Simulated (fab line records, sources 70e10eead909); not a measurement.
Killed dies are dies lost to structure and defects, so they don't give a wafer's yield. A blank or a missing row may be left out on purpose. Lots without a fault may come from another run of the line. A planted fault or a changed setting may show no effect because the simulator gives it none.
Chamber matching | flow nand_harc | NHARC_P_GATE_ETCH_104 on rie_diel-03: 4 sister chambers
The step etches the open film in CF4/CHF3, target depth 60 nm. 8 wafers are shown with their chamber, then 7 later ones without.

WAFERS WITH THEIR CHAMBER
wafer  | chamber | drypump_motor_current_A (A) | rf_vpp_V (V)
L079.1 | 0       | 6.4                         | 366.6
L079.6 | 2       | 5.6                         | 369.0
L081.6 | 3       | 5.3                         | 370.0
L082.2 | 1       | 6.4                         | 367.9
L082.5 | 1       | 6.4                         | 369.8
L082.6 | 0       | 6.3                         | 367.5
L083.2 | 3       | 5.3                         | 368.2
L083.4 | 2       | 5.6                         | 369.0

WAFERS WITHOUT THEIR CHAMBER
wafer  | drypump_motor_current_A (A) | rf_vpp_V (V)
L083.6 | 5.6                         | 368.8
L087.2 | 5.3                         | 369.0
L087.3 | 5.6                         | 367.8
L087.4 | 6.4                         | 368.2
L090.1 | 6.4                         | 368.0
L090.4 | 6.3                         | 367.2
L090.6 | 6.4                         | 369.3

WHICH CHAMBER EACH WENT THROUGH
wafer  | from the rows above     | in truth
L083.6 | 2                       | 2
L087.2 | 3                       | 3
L087.3 | 2                       | 2
L087.4 | can't be placed: 1 or 0 | 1
L090.1 | can't be placed: 1 or 0 | 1
L090.4 | can't be placed: 0 or 1 | 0
L090.6 | 1                       | 1
Placed correctly: 4 of 7. Can't be placed from these rows: 3 (the true chamber is among the candidates in 3). Placed wrongly: 0.
How it was worked out, from the rows above alone: a wafer's distance from a chamber is the root of the sum, over the readings, of the square of ((its reading less the chamber's mean) divided by the reading's scatter). The wafer belongs to the nearest chamber; if the next one is less than 2 further off, it can't be placed. A chamber's mean is the mean of its shown wafers. The scatter: the root of (the sum of the squares of (reading less its chamber's mean) over the shown wafers, divided by (wafers less chambers)).
